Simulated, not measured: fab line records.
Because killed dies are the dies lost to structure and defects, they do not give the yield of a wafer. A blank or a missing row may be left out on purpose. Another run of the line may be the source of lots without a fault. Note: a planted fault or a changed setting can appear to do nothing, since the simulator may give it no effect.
Which tool is to blame? :: flow n5_finfet :: 7 lots with 21 wafers sampled at 6 steps, on a route of 1938 steps

WHAT THE GAUGES SHOWED, per wafer
N5_BEOL_M4_RC_MEAS_101. Usual: DIBL_N 35.9 mV/V, standard deviation 1.7; DIBL_P 36.0 mV/V, standard deviation 2.2; IOFF_N 0.16 nA/um, standard deviation 0.031; IOFF_P 0.21 nA/um, standard deviation 0.039; ION_N 678 uA/um, standard deviation 13; ION_P 464 uA/um, standard deviation 8.8; SS_N 71.5 mV/dec, standard deviation 0.61; SS_P 73.2 mV/dec, standard deviation 0.68; VT_N 249 mV, standard deviation 3.3; VT_P -250 mV, standard deviation 3.8.
lot: L976
measured: day 9 03:22
on: prober-02
DIBL_N (mV/V): 35.2 35.0 36.0
DIBL_P (mV/V): 35.9 35.4 36.1
IOFF_N (nA/um): 0.15 0.14 0.15
IOFF_P (nA/um): 0.19 0.18 0.19
ION_N (uA/um): 670 681 679
ION_P (uA/um): 463 463 463
SS_N (mV/dec): 70.7 71.9 71.8
SS_P (mV/dec): 72.6 72.4 73.2
VT_N (mV): 247 248 250
VT_P (mV): -254 -254 -250
flag: 

lot: L978
measured: day 9 16:58
on: prober-01
DIBL_N (mV/V): 34.3 37.9 34.6
DIBL_P (mV/V): 35.4 38.9 34.2
IOFF_N (nA/um): 0.15 0.21 0.14
IOFF_P (nA/um): 0.19 0.26 0.18
ION_N (uA/um): 688 702 678
ION_P (uA/um): 478 479 462
SS_N (mV/dec): 71.3 72.8 71.8
SS_P (mV/dec): 73.7 74.1 72.8
VT_N (mV): 247 243 249
VT_P (mV): -252 -248 -253
flag: 

lot: L993
measured: day 13 22:55
on: prober-02
DIBL_N (mV/V): 32.6 34.8 34.6
DIBL_P (mV/V): 34.7 36.8 36.9
IOFF_N (nA/um): 0.13 0.17 0.16
IOFF_P (nA/um): 0.21 0.23 0.25
ION_N (uA/um): 678 685 674
ION_P (uA/um): 471 472 466
SS_N (mV/dec): 71.6 72.3 72.4
SS_P (mV/dec): 72.8 73.4 74.2
VT_N (mV): 253 249 251
VT_P (mV): -248 -250 -248
flag: 

lot: L994
measured: day 14 02:04
on: prober-02
DIBL_N (mV/V): 34.9 38.4 34.8
DIBL_P (mV/V): 33.1 38.7 33.7
IOFF_N (nA/um): 0.13 0.20 0.13
IOFF_P (nA/um): 0.17 0.25 0.17
ION_N (uA/um): 681 688 690
ION_P (uA/um): 462 463 465
SS_N (mV/dec): 71.8 72.1 70.8
SS_P (mV/dec): 73.0 73.7 72.6
VT_N (mV): 251 245 250
VT_P (mV): -252 -249 -254
flag: 

TOOL THAT RAN EACH LOT (tool first, then ch and the chambers of the sampled wafers, then the start)
lot: L976
N5_BEOL_M4_ETCH_77: rie_diel-05 ch 0,2,3, day 8 17:05
N5_BEOL_M4_ETCH_70: rie_diel-05 ch 0,3, day 8 21:22
N5_BEOL_M4_VIA_ETCH_34: rie_diel-05 ch 0,3, day 8 21:28
N5_BEOL_M4_ETCH_41: rie_diel-05 ch 0,3, day 9 03:22 or earlier
N5_BEOL_M4_STRIP_97: rie_diel-05 ch 0,3, day 9 03:22 or earlier

lot: L978
N5_BEOL_M4_ETCH_77: rie_diel-02 ch 0,2, day 9 04:47
N5_BEOL_M4_ETCH_70: rie_diel-05 ch 0,2,3, day 9 11:53
N5_BEOL_M4_VIA_ETCH_34: rie_diel-05 ch 0,2,3, day 9 11:59
N5_BEOL_M4_ETCH_41: rie_diel-05 ch 0,2,3, day 9 16:58 or earlier
N5_BEOL_M4_STRIP_97: rie_diel-05 ch 0,2,3, day 9 16:58 or earlier

lot: L989
N5_BEOL_M4_ETCH_77: rie_diel-02 ch 0,1,2, day 11 22:18
N5_BEOL_M4_ETCH_70: rie_diel-02 ch 1,2, day 12 01:39
N5_BEOL_M4_VIA_ETCH_34: rie_diel-02 ch 1,2, day 12 01:49
N5_BEOL_M4_ETCH_41: rie_diel-02 ch 1,2, day 17 16:54 or earlier
N5_BEOL_M4_STRIP_97: rie_diel-02 ch 1,2, day 17 16:54 or earlier

lot: L990
N5_BEOL_M4_ETCH_77: rie_diel-02 ch 1,2, day 12 07:11
N5_BEOL_M4_ETCH_70: rie_diel-05 ch 1,2,3, day 12 12:07
N5_BEOL_M4_VIA_ETCH_34: rie_diel-05 ch 1,2,3, day 12 12:13
N5_BEOL_M4_ETCH_41: rie_diel-05 ch 1,2,3, day 17 15:13 or earlier
N5_BEOL_M4_STRIP_97: rie_diel-05 ch 1,2,3, day 17 15:13 or earlier

lot: L991
N5_BEOL_M4_ETCH_77: rie_diel-05 ch 0,3, day 12 08:09
N5_BEOL_M4_ETCH_70: rie_diel-02 ch 0,3, day 12 12:19
N5_BEOL_M4_VIA_ETCH_34: rie_diel-02 ch 0,3, day 12 12:25
N5_BEOL_M4_ETCH_41: rie_diel-02 ch 0,3, day 17 14:57 or earlier
N5_BEOL_M4_STRIP_97: rie_diel-02 ch 0,3, day 17 14:57 or earlier

lot: L993
N5_BEOL_M4_ETCH_77: rie_diel-06 ch 2,3, day 13 14:13
N5_BEOL_M4_ETCH_70: rie_diel-05 ch 1,3, day 13 18:02
N5_BEOL_M4_VIA_ETCH_34: rie_diel-05 ch 1,3, day 13 18:09
N5_BEOL_M4_ETCH_41: rie_diel-05 ch 1,3, day 13 22:55 or earlier
N5_BEOL_M4_STRIP_97: rie_diel-05 ch 1,3, day 13 22:55 or earlier

lot: L994
N5_BEOL_M4_ETCH_77: rie_diel-06 ch 1,2,3, day 13 16:29
N5_BEOL_M4_ETCH_70: rie_diel-02 ch 1,2, day 13 21:13
N5_BEOL_M4_VIA_ETCH_34: rie_diel-02 ch 1,2, day 13 21:19
N5_BEOL_M4_ETCH_41: rie_diel-02 ch 1,2, day 14 02:04 or earlier
N5_BEOL_M4_STRIP_97: rie_diel-02 ch 1,2, day 14 02:04 or earlier
- N5_BEOL_M4_ETCH_77: etches underlayer in N2/H2, target depth 6.5 nm, time 5.2 s.
- N5_BEOL_M4_ETCH_70: etches SOC in N2/H2, target depth 80 nm, overetch 24 nm, time 130 s.
- N5_BEOL_M4_VIA_ETCH_34: etches the open film in C4F6/O2, target depth 69.4 nm, time 65.9 s.
- N5_BEOL_M4_ETCH_41: etches SiCN in CH3F/O2, target depth 29.9 nm, time 52.5 s.
- N5_BEOL_M4_STRIP_97: strips in N2/H2, time 10 s.

WHAT THE TOOLS THEMSELVES READ (means of the sampled wafers that have a number; where no wafer has one, the mark that the record gives instead)
N5_BEOL_M4_ETCH_77. Usual: bias_w 150.0 W, standard deviation 0.44; chamber_pressure_mTorr 30.00 mTorr, standard deviation 0.04; drypump_motor_current_A 5.8 A, standard deviation 0.59; etch_rf_on_time_s 5.20 s, standard deviation 0.13; h2_flow_sccm 200.0 sccm, standard deviation 0.6; oes_product_au 0.67 a.u., standard deviation 0.063; rf_vpp_V 522.8 V, standard deviation 2.4; showerhead_plenum_p_Torr 2.50 Torr, standard deviation 0.075; throttle_valve_pct 17.8 %, standard deviation 0.37.
lot: L976
tool: rie_diel-05
bias_w (W): 150.0
chamber_pressure_mTorr (mTorr): 30.02
drypump_motor_current_A (A): 5.8
etch_rf_on_time_s (s): 5.22
h2_flow_sccm (sccm): 199.7
oes_product_au (a.u.): 0.65
rf_vpp_V (V): 522.9
showerhead_plenum_p_Torr (Torr): 2.48
throttle_valve_pct (%): 17.7
flag: 

lot: L978
tool: rie_diel-02
bias_w (W): 150.1
chamber_pressure_mTorr (mTorr): 29.97
drypump_motor_current_A (A): 5.8
etch_rf_on_time_s (s): 5.13
h2_flow_sccm (sccm): 200.3
oes_product_au (a.u.): 0.69
rf_vpp_V (V): 521.1
showerhead_plenum_p_Torr (Torr): 2.48
throttle_valve_pct (%): 17.9
flag: 

lot: L989
tool: rie_diel-02
bias_w (W): 150.3
chamber_pressure_mTorr (mTorr): 29.99
drypump_motor_current_A (A): 5.6
etch_rf_on_time_s (s): 5.16
h2_flow_sccm (sccm): 200.0
oes_product_au (a.u.): 0.69
rf_vpp_V (V): 521.8
showerhead_plenum_p_Torr (Torr): 2.47
throttle_valve_pct (%): 17.7
flag: 

lot: L990
tool: rie_diel-02
bias_w (W): 149.9
chamber_pressure_mTorr (mTorr): 30.00
drypump_motor_current_A (A): 6.0
etch_rf_on_time_s (s): 5.15
h2_flow_sccm (sccm): 199.5
oes_product_au (a.u.): 0.67
rf_vpp_V (V): 521.1
showerhead_plenum_p_Torr (Torr): 2.45
throttle_valve_pct (%): 17.7
flag: 

lot: L991
tool: rie_diel-05
bias_w (W): 149.9
chamber_pressure_mTorr (mTorr): 29.98
drypump_motor_current_A (A): 5.6
etch_rf_on_time_s (s): 5.27
h2_flow_sccm (sccm): 199.8
oes_product_au (a.u.): 0.65
rf_vpp_V (V): 522.0
showerhead_plenum_p_Torr (Torr): 2.45
throttle_valve_pct (%): 17.6
flag: 

lot: L993
tool: rie_diel-06
bias_w (W): 150.1
chamber_pressure_mTorr (mTorr): 30.02
drypump_motor_current_A (A): 6.4
etch_rf_on_time_s (s): 5.24
h2_flow_sccm (sccm): 200.0
oes_product_au (a.u.): 0.64
rf_vpp_V (V): 525.1
showerhead_plenum_p_Torr (Torr): 2.58
throttle_valve_pct (%): 18.1
flag: 

lot: L994
tool: rie_diel-06
bias_w (W): 150.1
chamber_pressure_mTorr (mTorr): 29.97
drypump_motor_current_A (A): 6.2
etch_rf_on_time_s (s): 5.28
h2_flow_sccm (sccm): 200.0
oes_product_au (a.u.): 0.68
rf_vpp_V (V): 524.2
showerhead_plenum_p_Torr (Torr): 2.60
throttle_valve_pct (%): 17.8
flag: 

N5_BEOL_M4_ETCH_70. Usual: bias_w 150.0 W, standard deviation 0.43; chamber_pressure_mTorr 30.005 mTorr, standard deviation 0.028; drypump_motor_current_A 5.8 A, standard deviation 0.6; h2_flow_sccm 200.0 sccm, standard deviation 0.64; oes_product_au 0.58 a.u., standard deviation 0.058; rf_vpp_V 522.5 V, standard deviation 2.3; showerhead_plenum_p_Torr 2.50 Torr, standard deviation 0.077; throttle_valve_pct 17.7 %, standard deviation 0.36.
lot: L976
tool: rie_diel-05
bias_w (W): 150.4
chamber_pressure_mTorr (mTorr): 30.003
drypump_motor_current_A (A): 5.3
h2_flow_sccm (sccm): 200.1
oes_product_au (a.u.): 0.60
rf_vpp_V (V): 521.3
showerhead_plenum_p_Torr (Torr): 2.47
throttle_valve_pct (%): 17.4
flag: 

lot: L978
tool: rie_diel-05
bias_w (W): 150.2
chamber_pressure_mTorr (mTorr): 30.020
drypump_motor_current_A (A): 5.8
h2_flow_sccm (sccm): 199.9
oes_product_au (a.u.): 0.56
rf_vpp_V (V): 521.8
showerhead_plenum_p_Torr (Torr): 2.48
throttle_valve_pct (%): 17.7
flag: 

lot: L989
tool: rie_diel-02
bias_w (W): -
chamber_pressure_mTorr (mTorr): -
drypump_motor_current_A (A): -
h2_flow_sccm (sccm): -
oes_product_au (a.u.): -
rf_vpp_V (V): -
showerhead_plenum_p_Torr (Torr): -
throttle_valve_pct (%): -
flag: OFF

lot: L990
tool: rie_diel-05
bias_w (W): -
chamber_pressure_mTorr (mTorr): -
drypump_motor_current_A (A): -
h2_flow_sccm (sccm): -
oes_product_au (a.u.): -
rf_vpp_V (V): -
showerhead_plenum_p_Torr (Torr): -
throttle_valve_pct (%): -
flag: OFF

lot: L991
tool: rie_diel-02
bias_w (W): -
chamber_pressure_mTorr (mTorr): -
drypump_motor_current_A (A): -
h2_flow_sccm (sccm): -
oes_product_au (a.u.): -
rf_vpp_V (V): -
showerhead_plenum_p_Torr (Torr): -
throttle_valve_pct (%): -
flag: OFF

lot: L993
tool: rie_diel-05
bias_w (W): 150.0
chamber_pressure_mTorr (mTorr): 29.986
drypump_motor_current_A (A): 5.4
h2_flow_sccm (sccm): 199.4
oes_product_au (a.u.): 0.60
rf_vpp_V (V): 521.7
showerhead_plenum_p_Torr (Torr): 2.45
throttle_valve_pct (%): 17.4
flag: 

lot: L994
tool: rie_diel-02
bias_w (W): 150.4
chamber_pressure_mTorr (mTorr): 29.996
drypump_motor_current_A (A): 6.0
h2_flow_sccm (sccm): 199.6
oes_product_au (a.u.): 0.57
rf_vpp_V (V): 521.4
showerhead_plenum_p_Torr (Torr): 2.45
throttle_valve_pct (%): 17.7
flag: 

N5_BEOL_M4_VIA_ETCH_34. Usual: C4F6_flow_sccm 10.002 sccm, standard deviation 0.028; O2_flow_sccm 10.001 sccm, standard deviation 0.03; drypump_motor_current_A 5.8 A, standard deviation 0.59; oes_o_777_au 0.80 a.u., standard deviation 0.08; oes_product_au 0.79 a.u., standard deviation 0.082; rf_vpp_V 658 V, standard deviation 11; showerhead_plenum_p_Torr 2.80 Torr, standard deviation 0.084; throttle_valve_pct 30.69 %, standard deviation 0.3.
lot: L976
tool: rie_diel-05
C4F6_flow_sccm (sccm): 10.002
O2_flow_sccm (sccm): 10.000
drypump_motor_current_A (A): 5.3
oes_o_777_au (a.u.): 0.78
oes_product_au (a.u.): 0.80
rf_vpp_V (V): 658
showerhead_plenum_p_Torr (Torr): 2.77
throttle_valve_pct (%): 30.40
flag: 

lot: L978
tool: rie_diel-05
C4F6_flow_sccm (sccm): 9.997
O2_flow_sccm (sccm): 9.986
drypump_motor_current_A (A): 5.8
oes_o_777_au (a.u.): 0.75
oes_product_au (a.u.): 0.76
rf_vpp_V (V): 664
showerhead_plenum_p_Torr (Torr): 2.77
throttle_valve_pct (%): 30.50
flag: 

lot: L989
tool: rie_diel-02
C4F6_flow_sccm (sccm): 10.000
O2_flow_sccm (sccm): 10.011
drypump_motor_current_A (A): 6.0
oes_o_777_au (a.u.): 0.80
oes_product_au (a.u.): 0.29
rf_vpp_V (V): 647
showerhead_plenum_p_Torr (Torr): 2.76
throttle_valve_pct (%): 30.53
flag: OFF

lot: L990
tool: rie_diel-05
C4F6_flow_sccm (sccm): 10.005
O2_flow_sccm (sccm): 10.030
drypump_motor_current_A (A): 5.9
oes_o_777_au (a.u.): 0.78
oes_product_au (a.u.): 0.29
rf_vpp_V (V): 669
showerhead_plenum_p_Torr (Torr): 2.78
throttle_valve_pct (%): 30.52
flag: OFF

lot: L991
tool: rie_diel-02
C4F6_flow_sccm (sccm): 10.038
O2_flow_sccm (sccm): 10.003
drypump_motor_current_A (A): 5.7
oes_o_777_au (a.u.): 0.94
oes_product_au (a.u.): 0.35
rf_vpp_V (V): 671
showerhead_plenum_p_Torr (Torr): 2.79
throttle_valve_pct (%): 30.71
flag: OFF

lot: L993
tool: rie_diel-05
C4F6_flow_sccm (sccm): 9.994
O2_flow_sccm (sccm): 9.995
drypump_motor_current_A (A): 5.4
oes_o_777_au (a.u.): 0.79
oes_product_au (a.u.): 0.81
rf_vpp_V (V): 664
showerhead_plenum_p_Torr (Torr): 2.77
throttle_valve_pct (%): 30.52
flag: 

lot: L994
tool: rie_diel-02
C4F6_flow_sccm (sccm): 10.032
O2_flow_sccm (sccm): 10.006
drypump_motor_current_A (A): 6.0
oes_o_777_au (a.u.): 0.79
oes_product_au (a.u.): 0.77
rf_vpp_V (V): 648
showerhead_plenum_p_Torr (Torr): 2.76
throttle_valve_pct (%): 30.63
flag: 

N5_BEOL_M4_ETCH_41. Usual: CH3F_flow_sccm 30.00 sccm, standard deviation 0.089; O2_flow_sccm 20.00 sccm, standard deviation 0.063; drypump_motor_current_A 5.8 A, standard deviation 0.59; oes_product_au 0.79 a.u., standard deviation 0.081; rf_vpp_V 296.6 V, standard deviation 1.5; showerhead_plenum_p_Torr 1.97 Torr, standard deviation 0.062; throttle_valve_pct 16.25 %, standard deviation 0.27.
lot: L976
tool: rie_diel-05
CH3F_flow_sccm (sccm): 29.97
O2_flow_sccm (sccm): 20.00
drypump_motor_current_A (A): 5.3
oes_product_au (a.u.): 0.79
rf_vpp_V (V): 295.8
showerhead_plenum_p_Torr (Torr): 1.95
throttle_valve_pct (%): 15.97
flag: 

lot: L978
tool: rie_diel-05
CH3F_flow_sccm (sccm): 29.94
O2_flow_sccm (sccm): 19.98
drypump_motor_current_A (A): 5.8
oes_product_au (a.u.): 0.76
rf_vpp_V (V): 296.1
showerhead_plenum_p_Torr (Torr): 1.95
throttle_valve_pct (%): 16.16
flag: 

lot: L989
tool: rie_diel-02
CH3F_flow_sccm (sccm): 30.08
O2_flow_sccm (sccm): 20.04
drypump_motor_current_A (A): 6.0
oes_product_au (a.u.): 0.78
rf_vpp_V (V): 295.7
showerhead_plenum_p_Torr (Torr): 1.94
throttle_valve_pct (%): 16.24
flag: 

lot: L990
tool: rie_diel-05
CH3F_flow_sccm (sccm): 29.96
O2_flow_sccm (sccm): 19.94
drypump_motor_current_A (A): 6.0
oes_product_au (a.u.): 0.78
rf_vpp_V (V): 296.3
showerhead_plenum_p_Torr (Torr): 1.96
throttle_valve_pct (%): 16.21
flag: 

lot: L991
tool: rie_diel-02
CH3F_flow_sccm (sccm): 30.03
O2_flow_sccm (sccm): 20.07
drypump_motor_current_A (A): 5.6
oes_product_au (a.u.): 0.92
rf_vpp_V (V): 296.2
showerhead_plenum_p_Torr (Torr): 1.96
throttle_valve_pct (%): 16.17
flag: 

lot: L993
tool: rie_diel-05
CH3F_flow_sccm (sccm): 29.97
O2_flow_sccm (sccm): 20.07
drypump_motor_current_A (A): 5.4
oes_product_au (a.u.): 0.80
rf_vpp_V (V): 296.3
showerhead_plenum_p_Torr (Torr): 1.95
throttle_valve_pct (%): 16.05
flag: 

lot: L994
tool: rie_diel-02
CH3F_flow_sccm (sccm): 30.13
O2_flow_sccm (sccm): 20.02
drypump_motor_current_A (A): 6.0
oes_product_au (a.u.): 0.76
rf_vpp_V (V): 296.3
showerhead_plenum_p_Torr (Torr): 1.94
throttle_valve_pct (%): 16.28
flag: 

N5_BEOL_M4_STRIP_97. Usual: drypump_motor_current_A 5.8 A, standard deviation 0.6; h2_flow_sccm 199.9 sccm, standard deviation 0.6; oes_product_au 0.79 a.u., standard deviation 0.082; rf_vpp_V 59.0 V, standard deviation 0.77; showerhead_plenum_p_Torr 2.49 Torr, standard deviation 0.077; throttle_valve_pct 23.6 %, standard deviation 0.45.
lot: L976
tool: rie_diel-05
drypump_motor_current_A (A): 5.3
h2_flow_sccm (sccm): 200.3
oes_product_au (a.u.): 0.81
rf_vpp_V (V): 59.1
showerhead_plenum_p_Torr (Torr): 2.46
throttle_valve_pct (%): 23.2
flag: 

lot: L978
tool: rie_diel-05
drypump_motor_current_A (A): 5.8
h2_flow_sccm (sccm): 199.9
oes_product_au (a.u.): 0.76
rf_vpp_V (V): 59.7
showerhead_plenum_p_Torr (Torr): 2.48
throttle_valve_pct (%): 23.5
flag: 

lot: L989
tool: rie_diel-02
drypump_motor_current_A (A): 6.0
h2_flow_sccm (sccm): 200.6
oes_product_au (a.u.): 0.77
rf_vpp_V (V): 58.6
showerhead_plenum_p_Torr (Torr): 2.45
throttle_valve_pct (%): 23.4
flag: 

lot: L990
tool: rie_diel-05
drypump_motor_current_A (A): 6.0
h2_flow_sccm (sccm): 199.4
oes_product_au (a.u.): 0.78
rf_vpp_V (V): 59.0
showerhead_plenum_p_Torr (Torr): 2.47
throttle_valve_pct (%): 23.4
flag: 

lot: L991
tool: rie_diel-02
drypump_motor_current_A (A): 5.6
h2_flow_sccm (sccm): 199.3
oes_product_au (a.u.): 0.92
rf_vpp_V (V): 58.7
showerhead_plenum_p_Torr (Torr): 2.49
throttle_valve_pct (%): 23.8
flag: 

lot: L993
tool: rie_diel-05
drypump_motor_current_A (A): 5.4
h2_flow_sccm (sccm): 199.3
oes_product_au (a.u.): 0.81
rf_vpp_V (V): 58.9
showerhead_plenum_p_Torr (Torr): 2.45
throttle_valve_pct (%): 23.1
flag: 

lot: L994
tool: rie_diel-02
drypump_motor_current_A (A): 6.0
h2_flow_sccm (sccm): 199.6
oes_product_au (a.u.): 0.75
rf_vpp_V (V): 59.2
showerhead_plenum_p_Torr (Torr): 2.44
throttle_valve_pct (%): 23.5
flag: 

THE ANSWER, worked out from the rows above alone
Rule: lot off if the mean of its wafers having a number is beyond 3 standard deviations from the usual mean. A lot without any number at a reading at which 4 lots or more have one is off too. The other lots that the step has rows for count as sound. Order of review: gauges by route order, followed by the tools' own readings, for which a lot's mean as printed above is used. At the first step where some lot is off, the reading lying furthest off is the one used; lots without a number count as furthest.
Off at N5_BEOL_M4_ETCH_70 (bias_w): L989, L990, L991. Without a number there: L989, L990, L991.
If a tool, at that step or one of the process steps before it, ran each lot that is off and ran no sound lot following the first of them, it fits. Of those tried, none fits.

WHAT WAS PUT IN BY THE SIMULATOR
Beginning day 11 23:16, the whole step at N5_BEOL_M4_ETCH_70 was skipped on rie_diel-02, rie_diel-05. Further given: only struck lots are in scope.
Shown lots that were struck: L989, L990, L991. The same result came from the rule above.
